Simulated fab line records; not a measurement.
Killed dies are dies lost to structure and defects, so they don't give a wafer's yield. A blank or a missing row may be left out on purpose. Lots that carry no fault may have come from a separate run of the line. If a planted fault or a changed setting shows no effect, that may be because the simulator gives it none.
fab line records ; flow nandHarc ; part 1 of 2: steps 1 to 27 of 38
record: lots: 5; wafers: 15; lastDay: 30
route steps=1302 shown A_ZERO_WELL@393 A_SOURCE_PLATE@413 A_ONON_D1@424
lots with no fault: from the same line, run without faults
startH: start of the lot's first displayed wafer, in hours after the record's first day ; waitH: time in hours since the lot's previous step ; " the same as in the row above ; L1.1+2: one row covering several wafers at once ; - no value present, or no start provided ; * or withheld: withheld ; < > ~ a bound
route shown NAME@n: a module of which the file shows steps, and the number in the route of the first ; usual: mean/standard deviation of fault-free wafers ; same: alike in all rows ; chamber/n: place in a boat ; sites: the reading at each site ; _std_site: the standard deviation of these ; _edge_site: mean of outer sites minus mean of inner sites ; radiusMm: for every site, how far away it sits from the centre of the wafer ; mask NAME#n: copy n ; behind: the most recent tool/chamber to have shaped the wafer ; hold: why the lot was held/for how many hours/how that ended ; device: whichever transistor did not switch (one of n, p or np) ; end of line: the route-end tests of the same wafers ; where a step has no rows: the recipe by itself ; killed: count of dies lost to structure and defects at first sort (not the wafer's yield) ; map: a wafer's dies, marking killed ones x, the rest . and places with no die _
set.NAME: the setting the step ran with; set.NAME@STEP: the setting that earlier step ran with ; model.NAME: the simulator's own value behind a step, which no gauge read
certain route steps with their lots: each step a table, each wafer a row
services: when a tool's chamber went out of use (startH, in hours from the record's first day, below 0 if earlier), for how many hours, and the reason
== steps ==
step: NHARC_A_ZERO_WELL_HMDS_03
recipe: timeS: 30
lot.wafer;tool;chamber;startH;waitH
L075.2+3+6;lithoTrack-05;0;-;-
L078.1+2+3;lithoTrack-07;0;-;-
L079.2+4+6;lithoTrack-03;0;-;-
L087.4+5+6;lithoTrack-07;0;-;-
L089.1+3+6;lithoTrack-07;0;-;-
step: NHARC_A_ZERO_WELL_COAT_18
recipe: tempC: 200; timeS: 65
lot.wafer;tool;chamber;startH;waitH
L075.2+3+6;lithoTrack-05;0;-;-
L078.1+2+3;lithoTrack-07;0;-;-
L079.2+4+6;lithoTrack-03;0;-;-
L087.4+5+6;lithoTrack-07;0;-;-
L089.1+3+6;lithoTrack-07;0;-;-
step: NHARC_A_ZERO_WELL_COAT_04
recipe: spinRpm: 2000; resistThkNm: 600
lot.wafer;tool;chamber;startH;waitH
L075.2+3+6;lithoTrack-05;0;-;-
L078.1+2+3;lithoTrack-07;0;-;-
L079.2+4+6;lithoTrack-03;0;-;-
L087.4+5+6;lithoTrack-07;0;-;-
L089.1+3+6;lithoTrack-07;0;-;-
step: NHARC_A_ZERO_WELL_SOFTBAKE_05
recipe: tempC: 125; timeS: 70
lot.wafer;tool;chamber;startH;waitH
L075.2+3+6;lithoTrack-05;0;-;-
L078.1+2+3;lithoTrack-07;0;-;-
L079.2+4+6;lithoTrack-03;0;-;-
L087.4+5+6;lithoTrack-07;0;-;-
L089.1+3+6;lithoTrack-07;0;-;-
step: NHARC_A_ZERO_WELL_EBR_06
lot.wafer;tool;chamber;startH;waitH
L075.2+3+6;lithoTrack-05;0;-;-
L078.1+2+3;lithoTrack-07;0;-;-
L079.2+4+6;lithoTrack-03;0;-;-
L087.4+5+6;lithoTrack-07;0;-;-
L089.1+3+6;lithoTrack-07;0;-;-
step: NHARC_A_ZERO_WELL_EXPOSE_07
recipe: na: 0.55; doseMj: 33.85; maskId: A_ZERO
usual: reticleTempC: 23.01/0.11
lot.wafer;tool;chamber;startH;waitH;mask;reticleTempC
L075.2;krfScanner-03;0;148.70;-;A_ZERO#0;23.00
L075.3;krfScanner-03;0;148.70;-;A_ZERO#0;23.06
L075.6;krfScanner-03;0;148.70;-;A_ZERO#0;23.15
L078.1;krfScanner-01;0;173.56;-;A_ZERO#0;22.75
L078.2;krfScanner-01;0;173.56;-;A_ZERO#0;22.92
L078.3;krfScanner-01;0;173.56;-;A_ZERO#0;22.82
L079.2;krfScanner-04;0;190.09;-;A_ZERO#0;23.01
L079.4;krfScanner-04;0;190.09;-;A_ZERO#0;23.04
L079.6;krfScanner-04;0;190.09;-;A_ZERO#0;23.11
L087.4;krfScanner-01;0;270.31;-;A_ZERO#0;22.94
L087.5;krfScanner-01;0;270.31;-;A_ZERO#0;22.95
L087.6;krfScanner-01;0;270.31;-;A_ZERO#0;22.93
L089.1;krfScanner-03;0;291.16;-;A_ZERO#0;22.94
L089.3;krfScanner-03;0;291.16;-;A_ZERO#0;23.14
L089.6;krfScanner-03;0;291.16;-;A_ZERO#0;23.06
step: NHARC_A_ZERO_WELL_PEB_08
recipe: pebTempC: 128; pebTimeS: 80
lot.wafer;tool;chamber;startH;waitH
L075.2+3+6;lithoTrack-03;0;148.76;0.1
L078.1+2+3;lithoTrack-03;0;173.63;0.1
L079.2+4+6;lithoTrack-07;0;190.15;0.1
L087.4+5+6;lithoTrack-03;0;270.36;0.0
L089.1+3+6;lithoTrack-03;0;291.23;0.1
step: NHARC_A_ZERO_WELL_DEVELOP_09
recipe: timeS: 50; devTempC: 22
lot.wafer;tool;chamber;startH;waitH
L075.2+3+6;lithoTrack-03;0;-;-
L078.1+2+3;lithoTrack-03;0;-;-
L079.2+4+6;lithoTrack-07;0;-;-
L087.4+5+6;lithoTrack-03;0;-;-
L089.1+3+6;lithoTrack-03;0;-;-
step: NHARC_A_ZERO_WELL_CD_MEAS_10
recipe: targetCdNm: 2000; landingEnergyEv: 500
usual: cdNm: 1999.2/2
lot.wafer;tool;chamber;startH;waitH;cdNm
L075.2;cdSem-03;0;148.85;-;1999.4
L075.3;cdSem-03;0;148.85;-;2000.3
L075.6;cdSem-03;0;148.85;-;2000.4
L078.1;cdSem-03;0;173.71;-;1998.7
L078.2;cdSem-03;0;173.71;-;1998.2
L078.3;cdSem-03;0;173.71;-;1999.0
L079.2;cdSem-01;0;190.24;-;2002.0
L079.4;cdSem-01;0;190.24;-;1998.0
L079.6;cdSem-01;0;190.24;-;1998.1
L087.4;cdSem-01;0;270.45;-;2001.2
L087.5;cdSem-01;0;270.45;-;1999.9
L087.6;cdSem-01;0;270.45;-;1999.2
L089.1;cdSem-01;0;291.31;-;1998.8
L089.3;cdSem-01;0;291.31;-;1997.4
L089.6;cdSem-01;0;291.31;-;2001.0
step: NHARC_A_ZERO_WELL_HARDBAKE_11
recipe: tempC: 118; timeS: 65
lot.wafer;tool;chamber;startH;waitH
L075.2+3+6;lithoTrack-05;0;148.93;-
L078.1+2+3;lithoTrack-03;0;173.79;-
L079.2+4+6;lithoTrack-05;0;190.32;-
L087.4+5+6;lithoTrack-05;0;270.53;-
L089.1+3+6;lithoTrack-03;0;291.39;-
step: NHARC_A_ZERO_WELL_DESCUM_12
recipe: timeS: 3; o2FlowSccm: 200; arFlowSccm: 0; biasPowerW: 0; chemistry: O2
usual: drypumpMotorCurrentA: 5.7/0.35; oesProductAu: 1.000/0.0086; rfVppV: 57.7/0.93; showerheadPlenumPTorr: 1.89/0.083; throttleValvePct: 11.311/0.0095
lot.wafer;tool;chamber;startH;waitH;drypumpMotorCurrentA;oesProductAu;rfHoursCounterH;rfVppV;showerheadPlenumPTorr;throttleValvePct
L075.2;rieDiel-01;0;149.00;-;6.0;0.998;37;57.8;1.83;11.312
L075.3;rieDiel-01;1;149.00;-;5.2;0.993;36;55.4;1.90;11.315
L075.6;rieDiel-01;0;149.00;-;6.0;0.994;-;58.7;1.83;11.306
L078.1;rieDiel-04;2;173.88;-;5.2;0.993;5;58.5;1.96;11.313
L078.3;rieDiel-04;3;173.88;-;6.1;1.012;5;56.8;1.80;11.299
L078.2;rieDiel-04;0;173.88;-;5.7;0.988;5;56.2;1.94;11.310
L079.4;rieDiel-11;1;190.39;-;6.1;1.006;14;56.7;1.80;11.297
L079.2;rieDiel-11;2;190.39;-;5.8;0.987;14;57.5;1.82;11.288
L079.6;rieDiel-11;1;190.39;-;6.1;1.008;-;57.1;1.80;11.301
L087.4;rieDiel-01;3;270.60;-;5.8;0.995;22;56.2;1.95;11.323
L087.5;rieDiel-01;3;270.60;-;5.8;1.002;-;57.5;1.95;11.307
L087.6;rieDiel-01;0;270.60;-;6.0;0.995;-;57.1;1.82;11.309
L089.3;rieDiel-04;3;291.47;-;6.1;0.999;3;57.9;1.80;11.311
L089.1;rieDiel-04;1;291.47;-;5.7;1.007;3;57.9;1.82;11.308
L089.6;rieDiel-04;0;291.47;-;5.7;1.006;-;60.4;1.94;11.315
step: NHARC_A_ZERO_WELL_ETCH_19
recipe: targetDepthA: 800; overetchA: 240; timeS: 87.88; ionEnergyEv: 200; n2FlowSccm: 150; h2FlowSccm: 150; arFlowSccm: 0; rfW: 400; biasW: 150; chemistry: N2/H2
usual: drypumpMotorCurrentA: 5.7/0.35; n2FlowSccm: 149.9/0.44; oesProductAu: 1.001/0.0091; rfFwdPowerW: 397.1/1.5; rfVppV: 429.8/2.6; showerheadPlenumPTorr: 2.01/0.091; throttleValvePct: 14.171/0.009
lot.wafer;tool;chamber;startH;waitH;drypumpMotorCurrentA;n2FlowSccm;oesProductAu;rfFwdPowerW;rfHoursCounterH;rfVppV;showerheadPlenumPTorr;throttleValvePct
L075.3;rieDiel-01;0;149.10;0.1;6.0;150.2;1.003;394.1;37;428.4;1.95;14.156
L075.2;rieDiel-01;2;149.10;0.1;6.3;150.5;0.992;396.2;40;428.7;1.95;14.165
L075.6;rieDiel-01;3;149.10;0.1;5.8;150.1;1.011;396.6;-;431.0;2.09;14.165
L078.1;rieDiel-04;0;173.96;0.1;5.7;150.6;0.987;399.0;5;430.9;2.07;14.177
L078.3;rieDiel-04;1;173.96;0.1;5.7;150.1;1.013;396.4;5;427.1;1.93;14.177
L078.2;rieDiel-04;2;173.96;0.1;5.2;149.7;1.004;396.4;5;431.3;2.09;14.167
L079.4;rieDiel-11;1;190.48;0.1;6.1;149.9;1.015;395.7;14;427.9;1.92;14.177
L079.2;rieDiel-11;2;190.48;0.1;5.8;149.7;0.990;396.4;14;428.6;1.94;14.187
L079.6;rieDiel-11;2;190.48;0.1;5.8;149.2;0.995;395.7;-;427.2;1.94;14.153
L087.4;rieDiel-01;0;270.71;0.1;6.0;149.4;0.998;395.3;21;427.4;1.94;14.162
L087.5;rieDiel-01;1;270.71;0.1;5.2;150.6;0.984;398.6;-;430.0;2.01;14.151
L087.6;rieDiel-01;2;270.71;0.1;6.4;149.9;0.991;396.5;-;426.3;1.94;14.172
L089.3;rieDiel-04;2;291.56;0.1;5.2;149.7;1.020;397.2;3;430.8;2.09;14.168
L089.1;rieDiel-04;1;291.56;0.1;5.7;151.0;1.001;395.2;3;427.2;1.93;14.159
L089.6;rieDiel-04;2;291.56;0.1;5.2;149.5;1.012;398.3;-;431.7;2.09;14.175
step: NHARC_A_ZERO_WELL_ETCH_13
recipe: targetDepthA: 1200; timeS: 40.1; hbrFlowSccm: 150; cl2FlowSccm: 50; rfW: 400; icpW: 400; biasW: 100; chemistry: HBr/Cl2
usual: drypumpMotorCurrentA: 5.8/0.38; oesProductAu: 0.998/0.01; rfFwdPowerW: 394.7/2; throttleValvePct: 26.406/0.0097
lot.wafer;tool;chamber;startH;waitH;drypumpMotorCurrentA;oesProductAu;rfFwdPowerW;rfHoursCounterH;throttleValvePct
L075.2;rieSi-04;2;149.21;-;6.0;0.987;398.7;1.1;26.402
L075.3;rieSi-04;1;149.21;-;5.8;0.992;395.8;1.2;26.409
L075.6;rieSi-04;2;149.21;-;6.0;0.987;396.7;-;26.423
L078.3;rieSi-01;1;174.07;-;5.1;0.995;394.4;0.8;26.416
L078.2;rieSi-01;3;174.07;-;5.4;0.999;394.1;0.9;26.398
L078.1;rieSi-01;0;174.07;-;5.6;0.991;389.9;0.8;26.416
L079.4;rieSi-04;0;190.61;-;6.0;1.004;394.7;0.1;26.397
L079.2;rieSi-04;1;190.61;-;5.9;1.014;395.9;0.1;26.404
L079.6;rieSi-04;1;190.61;-;5.8;1.002;396.0;-;26.399
L087.4;rieSi-01;3;270.82;-;5.4;0.999;396.6;0.5;26.396
L087.6;rieSi-01;2;270.82;-;5.7;1.011;395.1;-;26.421
L087.5;rieSi-01;3;270.82;-;5.4;1.003;395.6;-;26.403
L089.3;rieSi-04;3;291.67;-;6.0;0.989;392.2;0.8;26.407
L089.1;rieSi-04;0;291.67;-;6.0;1.001;397.7;0.9;26.391
L089.6;rieSi-04;0;291.67;-;6.0;1.006;396.3;-;26.406
step: NHARC_A_ZERO_WELL_STRIP_14
recipe: timeS: 900; tempC: 130; chemistry: SPM
usual: bathGuardTempC: 130.1/0.58
lot.wafer;tool;chamber;startH;waitH;bathGuardTempC
L075.2;wetBench-04;2;149.36;-;130.7
L075.3;wetBench-04;6;149.36;-;130.3
L075.6;wetBench-04;7;149.36;-;129.2
L078.1;wetBench-04;7;174.24;-;129.2
L078.3;wetBench-04;1;174.24;-;130.1
L078.2;wetBench-04;2;174.24;-;130.6
L079.4;wetBench-04;6;190.76;-;130.0
L079.2;wetBench-04;0;190.76;-;129.4
L079.6;wetBench-04;2;190.76;-;130.7
L087.4;wetBench-05;7;270.96;-;128.9
L087.6;wetBench-05;1;270.96;-;130.5
L087.5;wetBench-05;3;270.96;-;130.5
L089.1;wetBench-04;1;291.83;-;129.7
L089.3;wetBench-04;2;291.83;-;130.8
L089.6;wetBench-04;6;291.83;-;130.1
step: NHARC_A_ZERO_WELL_IMPLANT_15
recipe: energyKev: 150; doseCm2: 1e+13; tiltDeg: 7
lot.wafer;tool;chamber;startH;waitH
L075.2+3+6;implanter-01;0;149.79;0.1
L078.1+2+3;implanter-01;0;174.63;0.1
L079.2+4+6;implanter-02;0;191.20;0.1
L087.4+5+6;implanter-01;0;271.45;0.1
L089.1+3+6;implanter-02;0;292.23;0.1
step: NHARC_A_ZERO_WELL_PRECLEAN_22
recipe: timeS: 60; tempC: 50; bathAgeMin: 0; chemistry: SC1
usual: bathGuardTempC: 50.0/0.64
lot.wafer;tool;chamber;startH;waitH;bathGuardTempC
L075.3;wetBench-09;1;149.98;0.1;51.0
L075.6;wetBench-09;3;149.98;0.1;49.7
L075.2;wetBench-09;5;149.98;0.1;49.3
L078.2;wetBench-05;0;174.85;0.2;49.4
L078.3;wetBench-05;1;174.85;0.2;50.3
L078.1;wetBench-05;2;174.85;0.2;49.8
L079.6;wetBench-04;5;191.38;0.0;49.9
L079.4;wetBench-04;0;191.38;0.0;49.4
L079.2;wetBench-04;1;191.38;0.0;50.0
L087.5;wetBench-05;1;271.58;0.1;50.4
L087.4;wetBench-05;2;271.58;0.1;49.9
L087.6;wetBench-05;5;271.58;0.1;50.7
L089.3;wetBench-04;7;292.45;0.1;49.8
L089.1;wetBench-04;2;292.45;0.1;51.1
L089.6;wetBench-04;3;292.45;0.1;50.0
step: NHARC_A_ZERO_WELL_SRD_23
lot.wafer;tool;chamber;startH;waitH
L075.3+6+2;wetBench-09;1,3,5;-;-
L078.2+3+1;wetBench-05;0,1,2;-;-
L079.6+4+2;wetBench-04;5,0,1;-;-
L087.5+4+6;wetBench-05;1,2,5;-;-
L089.3+1+6;wetBench-04;7,2,3;-;-
step: NHARC_A_ZERO_WELL_RTA_16
recipe: tempC: 1000; timeS: 10
usual: lampPowerPct: 29.7/1.5; lamp_zone_2_pct: 29.7/1.5; lamp_zone_3_pct: 29.7/1.5; wafer_temp_C_max: 1003.7/0.9
lot.wafer;tool;chamber;startH;waitH;lampPowerPct;lamp_zone_2_pct;lamp_zone_3_pct;wafer_temp_C_max
L075.2;rtpAnneal-01;0;150.14;-;28.6;28.6;28.5;1003.0
L075.3;rtpAnneal-01;0;150.14;-;28.5;28.5;28.5;1003.8
L075.6;rtpAnneal-01;0;150.14;-;28.6;28.5;28.5;1002.7
L078.1;rtpAnneal-01;0;174.98;-;28.5;28.6;28.5;1003.1
L078.2;rtpAnneal-01;0;174.98;-;28.6;28.5;28.5;1004.1
L078.3;rtpAnneal-01;0;174.98;-;28.5;28.5;28.5;1002.9
L079.2;rtpAnneal-01;0;191.54;-;28.5;28.5;28.5;1003.2
L079.4;rtpAnneal-01;0;191.54;-;28.5;28.5;28.5;1004.5
L079.6;rtpAnneal-01;0;191.54;-;28.6;28.6;28.6;1002.9
L087.4;rtpAnneal-01;0;271.80;-;28.5;28.5;28.5;1004.8
L087.5;rtpAnneal-01;0;271.80;-;28.5;28.5;28.4;1003.4
L087.6;rtpAnneal-01;0;271.80;-;28.5;28.5;28.5;1003.5
L089.1;rtpAnneal-01;0;292.58;-;28.5;28.5;28.5;1002.8
L089.3;rtpAnneal-01;0;292.58;-;28.5;28.5;28.5;1002.3
L089.6;rtpAnneal-01;0;292.58;-;28.5;28.5;28.5;1003.0
step: NHARC_A_ZERO_WELL_INSPECT_17
usual: rawDefectCount: 12/6.3
lot.wafer;tool;chamber;startH;waitH;rawDefectCount
L075.2;defectInspect-02;-;150.31;0.1;4
L075.3;defectInspect-02;-;150.31;0.1;6
L075.6;defectInspect-02;-;150.31;0.1;13
L078.1;defectInspect-02;-;175.17;0.2;22
L078.2;defectInspect-02;-;175.17;0.2;10
L078.3;defectInspect-02;-;175.17;0.2;16
L079.2;defectInspect-01;-;191.71;0.1;7
L079.4;defectInspect-01;-;191.71;0.1;14
L079.6;defectInspect-01;-;191.71;0.1;6
L087.4;defectInspect-01;-;271.91;0.1;7
L087.5;defectInspect-01;-;271.91;0.1;11
L087.6;defectInspect-01;-;271.91;0.1;14
L089.1;defectInspect-01;-;292.77;0.2;10
L089.3;defectInspect-01;-;292.77;0.2;6
L089.6;defectInspect-01;-;292.77;0.2;13
step: NHARC_A_SOURCE_PLATE_PRECLEAN_00
recipe: timeS: 60; chemistry: HF-LAST
lot.wafer;tool;chamber;startH;waitH
L075.6+3+2;wetBench-03;4,5,0;150.36;0.0
L078.3+2+1;wetBench-03;3,5,7;175.23;0.0
L079.4+2+6;wetBench-03;4,6,0;191.76;0.0
L087.6+5+4;wetBench-07;4,5,6;271.98;0.1
L089.6+1+3;wetBench-03;0,1,2;292.83;0.1
step: NHARC_A_SOURCE_PLATE_SRD_01
lot.wafer;tool;chamber;startH;waitH
L075.6+3+2;wetBench-03;4,5,0;-;-
L078.3+2+1;wetBench-03;3,5,7;-;-
L079.4+2+6;wetBench-03;4,6,0;-;-
L087.6+5+4;wetBench-07;4,5,6;-;-
L089.6+1+3;wetBench-03;0,1,2;-;-
step: NHARC_A_SOURCE_PLATE_OXIDE_02
recipe: targetThkA: 100; tempC: 900; oxTimeS: 1362; material: SiO2
usual: spikeTcBottomC: 918.8/1.1; tubeCenterTempC: 900.01/0.087; zonePowerTopPct: 31.7/1.9
lot.wafer;tool;chamber;startH;waitH;spikeTcBottomC;tubeCenterTempC;zonePowerTopPct
L075.2;furnace-06;0;153.55;-;919.2;900.15;29.9
L075.3;furnace-06;0;153.55;-;919.8;899.97;30.8
L075.6;furnace-06;0;153.55;-;918.9;900.16;30.3
L078.1;furnace-08;0;178.84;-;917.0;899.98;36.4
L078.2;furnace-08;0;178.84;-;918.4;900.15;36.3
L078.3;furnace-08;0;178.84;-;917.5;899.8;36.7
L079.2;furnace-03;0;194.47;-;919.7;899.89;31.6
L079.4;furnace-03;0;194.47;-;919.6;900.07;31.6
L079.6;furnace-03;0;194.47;-;919.2;899.93;31.6
L087.4;furnace-06;0;275.15;-;917.5;900;30.4
L087.5;furnace-06;0;275.15;-;917.5;900.11;30.5
L087.6;furnace-06;0;275.15;-;918.0;899.92;30.6
L089.1;furnace-06;0;294.83;-;919.2;900.1;30.2
L089.3;furnace-06;0;294.83;-;917.8;900.08;30.7
L089.6;furnace-06;0;294.83;-;920.1;900.02;30.5
step: NHARC_A_SOURCE_PLATE_THK_MEAS_09
recipe: thkMeasGauge: ellipsometry
usual: thkNm: 9.8/1
lot.wafer;tool;chamber;startH;waitH;thkNm
L075.2;filmMetro-02;-;157.61;0.4;9.4
L075.3;filmMetro-02;-;157.61;0.4;8.6
L075.6;filmMetro-02;-;157.61;0.4;11.3
L078.1;filmMetro-02;-;182.87;0.4;10.3
L078.2;filmMetro-02;-;182.87;0.4;9.7
L078.3;filmMetro-02;-;182.87;0.4;9.7
L079.2;filmMetro-01;-;198.55;0.4;10.9
L079.4;filmMetro-01;-;198.55;0.4;11.1
L079.6;filmMetro-01;-;198.55;0.4;9.5
L087.4;filmMetro-01;-;279.28;0.4;11.2
L087.5;filmMetro-01;-;279.28;0.4;10.9
L087.6;filmMetro-01;-;279.28;0.4;9.6
L089.1;filmMetro-01;-;298.87;0.4;9.8
L089.3;filmMetro-01;-;298.87;0.4;10.8
L089.6;filmMetro-01;-;298.87;0.4;9.9
step: NHARC_A_SOURCE_PLATE_PVD_04
recipe: targetThkA: 500; material: WSi2
lot.wafer;tool;chamber;startH;waitH
L075.2+3+6;pvdSputter-02;-;157.67;0.1
L078.2+1+3;pvdSputter-03;-;182.93;0.1
L079.4+2+6;pvdSputter-01;-;198.64;0.1
L087.4+6+5;pvdSputter-02;-;279.38;0.1
L089.1+3+6;pvdSputter-02;-;298.95;0.1
step: NHARC_A_SOURCE_PLATE_CVD_03
recipe: targetThkA: 2000; tempC: 620; pressureMtorr: 200; timeS: 4000; material: poly-Si
usual: pressureMtorr: 200.1/0.44; spikeTcBottomC: 639.0/2.7; tubeCenterTempC: 620/0.05; zonePowerTopPct: 20.2/1.8
lot.wafer;tool;chamber;startH;waitH;pressureMtorr;spikeTcBottomC;tubeCenterTempC;zonePowerTopPct
L075.2;lpcvdPoly-04;0;160.19;-;199.6;643.8;620.07;22.2
L075.3;lpcvdPoly-04;0;160.19;-;200.2;642.1;619.94;22.4
L075.6;lpcvdPoly-04;0;160.19;-;199.8;642.0;620.01;22.0
L078.1;lpcvdPoly-02;0;185.36;-;200.4;636.7;619.98;18.2
L078.2;lpcvdPoly-02;0;185.36;-;200.5;636.6;620.02;18.1
L078.3;lpcvdPoly-02;0;185.36;-;200.1;636.8;619.96;18.2
L079.2;lpcvdPoly-02;0;201.03;-;201.0;637.8;619.94;18.1
L079.4;lpcvdPoly-02;0;201.03;-;201.3;636.7;619.95;17.8
L079.6;lpcvdPoly-02;0;201.03;-;200.3;636.4;620.05;18.1
L087.4;lpcvdPoly-04;0;281.85;-;200.2;641.5;619.98;22.0
L087.5;lpcvdPoly-04;0;281.85;-;200.0;641.7;620.04;22.3
L087.6;lpcvdPoly-04;0;281.85;-;200.8;644.3;619.95;21.9
L089.1;lpcvdPoly-04;0;301.44;-;200.1;643.7;620;21.8
L089.3;lpcvdPoly-04;0;301.44;-;200.3;641.9;620.07;22.0
L089.6;lpcvdPoly-04;0;301.44;-;200.2;644.4;620;22.0
step: NHARC_A_SOURCE_PLATE_ANNEAL_05
recipe: tempC: 850; timeS: 1800
usual: spikeTcBottomC: 869.5/1.2; tubeCenterTempC: 850/0.074; zonePowerTopPct: 28.9/1.5
lot.wafer;tool;chamber;startH;waitH;spikeTcBottomC;tubeCenterTempC;zonePowerTopPct
L075.2;furnace-03;0;166.21;2.9;869.3;849.9;29.2
L075.3;furnace-03;0;166.21;2.9;871.6;850.02;29.0
L075.6;furnace-03;0;166.21;2.9;870.1;850.13;28.7
L078.1;furnace-06;0;191.83;3.4;869.5;849.98;27.6
L078.2;furnace-06;0;191.83;3.4;870.2;849.88;28.0
L078.3;furnace-06;0;191.83;3.4;870.0;850.06;27.5
L079.2;furnace-06;0;207.58;3.4;869.5;849.99;27.9
L079.4;furnace-06;0;207.58;3.4;868.4;850.01;27.9
L079.6;furnace-06;0;207.58;3.4;868.8;849.96;27.6
L087.4;furnace-03;0;287.87;2.9;870.1;849.84;28.9
L087.5;furnace-03;0;287.87;2.9;871.1;849.94;28.8
L087.6;furnace-03;0;287.87;2.9;869.3;850.05;29.6
L089.1;furnace-06;0;309.70;5.2;869.6;850.13;28.3
L089.3;furnace-06;0;309.70;5.2;867.7;850.03;28.1
L089.6;furnace-06;0;309.70;5.2;868.6;850.11;27.7
step: NHARC_A_SOURCE_PLATE_THK_MEAS_06
recipe: thkMeasGauge: ellipsometry
usual: thkNm: 200.2/1.9
lot.wafer;tool;chamber;startH;waitH;thkNm
L075.2;filmMetro-02;-;170.18;0.4;197.6
L075.3;filmMetro-02;-;170.18;0.4;198.4
L075.6;filmMetro-02;-;170.18;0.4;200.5
L078.1;filmMetro-02;-;195.80;0.4;202.8
L078.2;filmMetro-02;-;195.80;0.4;201.8
L078.3;filmMetro-02;-;195.80;0.4;201.4
L079.2;filmMetro-02;-;211.52;0.4;202.0
L079.4;filmMetro-02;-;211.52;0.4;202.3
L079.6;filmMetro-02;-;211.52;0.4;200.5
L087.4;filmMetro-01;-;291.80;0.4;200.7
L087.5;filmMetro-01;-;291.80;0.4;200.6
L087.6;filmMetro-01;-;291.80;0.4;202.3
L089.1;filmMetro-02;-;313.69;0.4;205.2
L089.3;filmMetro-02;-;313.69;0.4;203.8
L089.6;filmMetro-02;-;313.69;0.4;204.2
